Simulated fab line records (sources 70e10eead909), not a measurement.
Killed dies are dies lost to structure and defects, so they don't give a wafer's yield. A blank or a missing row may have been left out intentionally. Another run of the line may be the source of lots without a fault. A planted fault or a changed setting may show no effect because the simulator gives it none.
Comparing a struck lot with a sound one | flow nandHarc | 15 steps out of a route of 1302
Sound: these wafers, L174.1, L174.2, L174.6. Struck: wafer L182.1. (L182.2, L182.3 of the same lot were not struck and are left out.) The cause comes at the end.
At each step with rows: each side's tool, then ch and its chambers, then its first start. Under that, the readings that differ: sound wafers | struck wafers | difference of the means | sigmas: that difference in standard deviations of wafers without a fault.
alike: same words and numbers on both sides, and readings whose means sit less than 2 such deviations apart. not compared: any withheld reading, any reading some wafer has no value for, any bound like >300 that may hide the same value, and any number with overlapping values for which the record gives no deviation.
Wherever a step has rows on one side only, a row that says differs or no value, or a row with sigmas, the two part there. When numbers do not overlap yet have no deviation, they are printed without sigmas and do not part them. Lack of a reading on every wafer of one side parts them only where that side has two or more wafers.

first, 8 steps without rows for these wafers: NHARC_A_CONTACT_COAT_86 (time 75 s); NHARC_A_CONTACT_COAT_87 (time 65 s); NHARC_A_CONTACT_COAT_02 (resist thk 90 nm); NHARC_A_CONTACT_SOFTBAKE_03 (time 55 s); NHARC_A_CONTACT_EBR_04; NHARC_A_CONTACT_EXPOSE_05 (exposes mask A CC); NHARC_A_CONTACT_PEB_06 (peb time 65 s); NHARC_A_CONTACT_DEVELOP_07 (develop time 35 s).
NHARC_A_CONTACT_CD_MEAS_08: target cd 200 nm.
  sound on cdSem-03 ch 0, day 25 12:56; struck on cdSem-01 ch 0, day 29 03:05
  alike: cdNm
NHARC_A_CONTACT_OVL_MEAS_09:
  struck on overlay-01, day 29 03:11; sound on overlay-01, day 25 13:01
reading         | sound       | struck | difference | sigmas
overlayXNm (nm) | 0.6 1.5 1.1 | -0.8   | -1.9       | -2
  alike: overlayYNm
NHARC_A_CONTACT_INSPECT_10:
  struck on defectInspect-01, day 29 03:13; sound on defectInspect-02, day 25 13:03
  alike: rawDefectCount
NHARC_A_CONTACT_DESCUM_13: chemistry O2, time 3 s.
  sound on rieDiel-10 ch 1,2, day 25 13:07; struck on rieDiel-10 ch 3, day 29 03:17
reading             | sound             | struck | difference | sigmas
oesProductAu (a.u.) | 1.003 1.009 1.012 | 0.993  | -0.015     | -2
  alike: drypumpMotorCurrentA, rfVppV, showerheadPlenumPTorr, throttleValvePct
  not compared: rfHoursCounterH
NHARC_A_CONTACT_ETCH_88: etches the open film in CF4, target depth 39 nm, time 65 s.
  sound on rieDiel-10 ch 0,1,3, day 25 13:13; struck on rieDiel-10 ch 1, day 29 03:22
reading             | sound             | struck | difference | sigmas
oesProductAu (a.u.) | 1.022 0.999 0.992 | 0.984  | -0.020     | -3
runLengthS (s)      | 86.0 85.6 86.5    | 66.5   | -19.5      | -36
  alike: cf4FlowSccm, drypumpMotorCurrentA, rfVppV, showerheadPlenumPTorr, throttleValvePct
  not compared: rfHoursCounterH
NHARC_A_CONTACT_ETCH_89: etches the open film in N2/H2, target depth 260 nm, time 475.3 s.
  sound: rieDiel-10 ch 0,1,3; struck: rieDiel-10 ch 1
reading           | sound             | struck | difference | sigmas
n2FlowSccm (sccm) | 150.1 149.8 150.0 | 148.7  | -1.3       | -3
  alike: drypumpMotorCurrentA, oesProductAu, rfVppV, runLengthS, showerheadPlenumPTorr, throttleValvePct
  not compared: rfHoursCounterH
-- the record jumps here: 2 days lie between the struck wafers' starts before and after (it left off in module A_CONTACT and takes up again in module END, whose first step shown is number 1302 of the route) --
NHARC_END_SORT_01:
  at this point the record logs the struck wafers (prober-01 ch 0, day 31 04:52) and has no rows for the sound ones

## WHERE THEY PART
Last at NHARC_END_SORT_01 as far as this record goes, first at NHARC_A_CONTACT_OVL_MEAS_09.

WHY: the cause the simulator had injected
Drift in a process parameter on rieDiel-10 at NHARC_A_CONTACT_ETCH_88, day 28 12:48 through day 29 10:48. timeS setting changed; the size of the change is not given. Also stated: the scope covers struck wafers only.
